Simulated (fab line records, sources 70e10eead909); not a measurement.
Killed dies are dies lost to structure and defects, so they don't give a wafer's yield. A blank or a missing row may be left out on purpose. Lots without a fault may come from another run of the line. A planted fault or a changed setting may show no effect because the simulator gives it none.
Problem report in the 8D (eight disciplines) form, filled by code | flow nand_harc | the parts of the form that need people (team, actions taken, sign-off) are left out

1. THE PROBLEM
oes_product_au at NHARC_P_M1_ETCH_28 reads a mean of 0.855 a.u. on 1 wafer of 1 lot; wafers without a fault read 1.002 a.u. with a standard deviation of 0.0069. That is -21 standard deviations from the usual mean.
The step: etches the open film in CF4/N2, target depth 30 nm, time 72.99 s.
First seen on wafer L780.1, day 13 04:20, on rie_diel-11. The record holds 36 wafers of 12 lots with a number at this step. Rule for "out", or "out of limits": more than 4 standard deviations from the usual mean. The other wafers with a number count as sound.

2. WHAT IT IS AND WHAT IT IS NOT
question                    | is                | is not
which readings at this step | oes_product_au    | drypump_motor_current_A, rf_vpp_V, showerhead_plenum_p_Torr, throttle_valve_pct
which lots                  | L780              | L763, L765, L767, L770, L771, L773, L775, L776, L779, L783, L786
which wafers of those lots  | L780.1            | L780.3, L780.4
read on which tools         | rie_diel-11       | rie_diel-10
when                        | from day 13 04:20 | up to then (29 sound wafers); but 6 sound wafers of L783, L786 came after

3. SUSPECTS, AND WHAT RULES EACH OUT
Counting: a tool at a process step up to the reading stays a suspect if it ran every lot that is out. Sound lots after the first of them don't rule it out here, since some wafers of a struck lot are sound.
- rie_diel-11 at NHARC_P_M1_ETCH_28 (etches the open film in CF4/N2, target depth 30 nm, time 72.99 s): kept. It ran the lot that is out, L780 (day 13 04:20); its last sound lot up to then is L776 (day 12 04:52). Its own readings are out on those wafers: oes_product_au.
- Within rie_diel-11 at NHARC_P_M1_ETCH_28: the wafers that are out ran in chamber 0; their sound lot-mates ran in chamber 3.
Left after counting: rie_diel-11 at NHARC_P_M1_ETCH_28.

4. THE CAUSE (what the simulator had put in)
Process parameter drift: rie_diel-11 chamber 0, from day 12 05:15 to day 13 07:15, at NHARC_P_M1_ETCH_28. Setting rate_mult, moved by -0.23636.
Counting left only this tool.

5. THE CHAIN OF EFFECTS, in route order
Each row: a reading whose mean over the struck wafers that have a number lies more than 3 standard deviations from the usual. Only readings for which the record gives a usual standard deviation are gone through. hours: the time from each lot's start at the first step in this table that gives one to its start at this step, as a median over the lots. sigmas: the change in usual standard deviations.
hours | step               | reading        | usual      | on struck wafers | change | sigmas
0     | NHARC_P_M1_ETCH_28 | oes_product_au | 1.002 a.u. | 0.855            | -0.147 | -21
The process steps in it:
- NHARC_P_M1_ETCH_28: etches the open film in CF4/N2, target depth 30 nm, time 72.99 s.
Later measuring or inspecting steps at which every struck wafer that the step has a row for has a number for every such reading, and none has moved that far: NHARC_END_SORT_01.

6. WHAT WOULD HAVE CAUGHT IT SOONER
In this record the first reading out of limits was taken at day 13 04:20, 23 hours after the fault began at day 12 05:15.
